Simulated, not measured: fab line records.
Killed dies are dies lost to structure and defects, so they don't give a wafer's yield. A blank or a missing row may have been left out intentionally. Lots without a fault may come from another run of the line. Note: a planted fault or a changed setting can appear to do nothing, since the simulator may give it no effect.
The tool behind it: which one? + flow n5Finfet + 12 lots with 36 wafers sampled at 2 steps, on a route of 1938 steps

WHAT EACH GAUGE READ, for each wafer
N5_FIN_SAQP_CD_MEAS_16: the cd target is 35.6 nm.
| lot  | measured    | on       | cdNm (nm)      |
|------|-------------|----------|----------------|
| L075 | day 2 03:08 | cdSem-02 | 35.8 35.4 35.5 |
| L077 | day 2 15:31 | cdSem-01 | 34.8 35.0 35.4 |
| L079 | day 3 04:05 | cdSem-02 | 34.8 35.8 35.6 |
| L081 | day 3 16:07 | cdSem-01 | 35.8 35.5 35.5 |
| L083 | day 4 04:02 | cdSem-02 | 35.3 34.9 35.4 |
| L085 | day 4 16:08 | cdSem-01 | 35.9 35.7 36.2 |
| L087 | day 5 05:00 | cdSem-02 | 35.0 34.8 35.0 |
| L089 | day 5 16:14 | cdSem-01 | 35.8 36.3 35.4 |
| L091 | day 6 04:38 | cdSem-03 | 35.7 35.3 34.9 |
| L093 | day 6 17:07 | cdSem-03 | 35.6 35.4 35.6 |
| L095 | day 7 05:34 | cdSem-03 | 35.7 35.2 36.0 |
| L097 | day 7 16:04 | cdSem-02 | 35.3 35.7 35.3 |

WHAT TOOL EACH LOT RAN ON (gives the tool, then ch and the chambers of the sampled wafers, and finally the start)
| lot  | N5_PMOS_HMC_CHANNEL_EPI_FIN_RECESS_16 |
|------|---------------------------------------|
| L075 | rieSi-02 ch 0,2,3, day 1 23:30        |
| L077 | rieSi-04 ch 0,2,3, day 2 11:35        |
| L079 | rieSi-02 ch 1,3, day 2 23:57          |
| L081 | rieSi-04 ch 0,2,3, day 3 12:17        |
| L083 | rieSi-02 ch 1,2,3, day 4 00:32        |
| L085 | rieSi-04 ch 1,2,3, day 4 12:01        |
| L087 | rieSi-02 ch 1,2,3, day 4 23:48        |
| L089 | rieSi-02 ch 1,2,3, day 5 11:35        |
| L091 | rieSi-02 ch 2,3, day 6 00:07          |
| L093 | rieSi-02 ch 0,1, day 6 12:34          |
| L095 | rieSi-04 ch 0,1,2, day 7 00:31        |
| L097 | rieSi-04 ch 0,1, day 7 12:32          |
- N5_PMOS_HMC_CHANNEL_EPI_FIN_RECESS_16: chemistry HBr/Cl2, target Si, target depth 54 nm, time 18 s.

THE ANSWER, worked out from the rows above alone
Rule: usual is defined by the lots themselves. The widest of any qualifying gaps counts: lots, ordered by their means at a reading, are off when they make up no more than a third of the lots, leave a main group of 4 or more, and stand apart from it by 3 or more times the standard deviation of that group's means. A main group is skipped when, at the precision printed for the reading in the tables above, its means are all equal. A lot without any number at a reading at which 4 lots or more have one is off too. Any other lot the step has rows for is counted as sound.
No lot is off on any of the readings shown, so nothing can be concluded from this.

WHAT THE SIMULATOR HAD INSERTED
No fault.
